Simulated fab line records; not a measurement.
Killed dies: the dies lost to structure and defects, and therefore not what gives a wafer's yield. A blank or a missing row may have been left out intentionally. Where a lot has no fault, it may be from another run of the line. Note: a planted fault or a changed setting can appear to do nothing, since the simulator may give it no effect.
Which tool is to blame?	flow n5Finfet	Sampling: 10 lots, 30 wafers, 3 of 1938 route steps

== WHAT EACH GAUGE READ, for each wafer ==
N5_BEOL_M13_OVL_MEAS_11. Usual: for V12_OVL the level is 3 nm and the standard deviation is 4.9.
lot	measured	on	V12_OVL (nm)	flag
L615	day 11 04:01	overlay-02	-5 -1 -10	
L616	day 11 17:17	overlay-02	5 2 5	
L619	day 12 04:22	overlay-01	3 -3 0	
L618	day 12 06:53	overlay-02	5 6 2	
L623	day 13 14:28	overlay-01	0 0 6	
L624	day 13 14:25	overlay-01	1 2 0	
L626	day 14 08:22	overlay-01	7 3 6	
L634	day 16 01:20	overlay-01	5 -2 1	
L635	day 16 10:25	overlay-01	14 10 8	
L637	day 16 15:05	overlay-01	16 11 7	

== TOOL THAT RAN EACH LOT (tool first, then ch and the chambers of the sampled wafers, then the start) ==
lot	N5_BEOL_M12_DESCUM_33	N5_BEOL_M12_STRIP_37
L615	rieDiel-04 ch 0,1, day 10 23:20	plasmaAsher-01 ch 0,1, day 10 23:54
L616	rieDiel-04 ch 1,2,3, day 11 12:40	plasmaAsher-02 ch 0,1, day 11 13:13
L619	rieDiel-04 ch 0,1,2, day 11 21:06	plasmaAsher-02 ch 0,1, day 11 21:39
L618	rieDiel-02 ch 0,1,2, day 11 22:44	plasmaAsher-02 ch 0,1, day 11 23:19
L623	rieDiel-01 ch 1,2,3, day 13 09:56	plasmaAsher-01 ch 0,1, day 13 10:29
L624	rieDiel-01 ch 0,3, day 13 11:02	plasmaAsher-01 ch 0,1, day 13 11:35
L626	rieDiel-02 ch 0,1, day 14 04:02	plasmaAsher-01 ch 0,1, day 14 04:35
L634	rieDiel-04 ch 2,3, day 15 22:08	plasmaAsher-02 ch 0, day 15 22:43
L635	rieDiel-02 ch 0,1,2, day 16 07:14	plasmaAsher-01 ch 1, day 16 07:47
L637	rieDiel-04 ch 1,2,3, day 16 10:55	plasmaAsher-02 ch 0,1, day 16 11:29
- N5_BEOL_M12_DESCUM_33: chemistry O2, time 7.9 s.
- N5_BEOL_M12_STRIP_37: strips in N2/H2.

== WHAT THE TOOLS THEMSELVES READ (means of the sampled wafers that have a number; where no wafer has one, the mark that the record gives instead) ==
N5_BEOL_M12_DESCUM_33. Usual: drypumpMotorCurrentA 5.8 A, standard deviation 0.43; o2FlowSccm 225.1 sccm, standard deviation 0.58; oesProductAu 0.79 a.u., standard deviation 0.097; rfVppV 243.1 V, standard deviation 1; showerheadPlenumPTorr 2.08 Torr, standard deviation 0.052; throttleValvePct 20.46 %, standard deviation 0.26.
lot	tool	drypumpMotorCurrentA (A)	o2FlowSccm (sccm)	oesProductAu (a.u.)	rfVppV (V)	showerheadPlenumPTorr (Torr)	throttleValvePct (%)	flag
L615	rieDiel-04	5.4	225.4	0.72	243.8	2.07	20.45	
L616	rieDiel-04	5.7	224.8	0.84	243.5	2.11	20.42	
L619	rieDiel-04	5.6	224.5	0.74	243.0	2.08	20.37	
L618	rieDiel-02	6.2	224.3	0.78	243.4	2.13	20.64	
L623	rieDiel-01	6.1	224.8	0.84	242.6	2.09	20.63	
L624	rieDiel-01	6.1	225.3	0.80	241.8	2.03	20.30	
L626	rieDiel-02	6.0	225.6	0.79	244.1	2.11	20.50	
L634	rieDiel-04	5.9	225.1	0.77	242.9	2.09	20.33	
L635	rieDiel-02	6.2	225.4	0.73	244.1	2.12	20.70	
L637	rieDiel-04	5.7	225.2	0.77	242.7	2.09	20.49	

N5_BEOL_M12_STRIP_37. Usual: drypumpMotorCurrentA 5.27 A, standard deviation 0.27; heaterPowerW 357 W, standard deviation 15; oesProductAu 0.790 a.u., standard deviation 0.0096.
lot	tool	drypumpMotorCurrentA (A)	heaterPowerW (W)	oesProductAu (a.u.)	flag
L615	plasmaAsher-01	5.53	344	0.792	
L616	plasmaAsher-02	5.10	364	0.798	
L619	plasmaAsher-02	5.03	352	0.780	
L618	plasmaAsher-02	5.03	362	0.788	
L623	plasmaAsher-01	5.61	352	0.790	
L624	plasmaAsher-01	5.59	354	0.789	
L626	plasmaAsher-01	5.60	359	0.781	
L634	plasmaAsher-02	4.98	342	0.790	
L635	plasmaAsher-01	5.67	367	0.798	
L637	plasmaAsher-02	5.10	365	0.786	

== THE ANSWER, worked out from the rows above alone ==
Rule: lot off if the mean of its wafers having a number is beyond 3 standard deviations from the usual mean. A lot without any number at a reading at which 4 lots or more have one is off too. The other lots that the step has rows for count as sound. First the gauges in route order, then the tools' own readings, where a lot's mean is used as printed above. At the first step where some lot is off, the reading lying furthest off is the one used; lots without a number count as furthest.
Nothing can be told from this: no lot is off at any reading shown.

== WHAT WAS PUT IN BY THE SIMULATOR ==
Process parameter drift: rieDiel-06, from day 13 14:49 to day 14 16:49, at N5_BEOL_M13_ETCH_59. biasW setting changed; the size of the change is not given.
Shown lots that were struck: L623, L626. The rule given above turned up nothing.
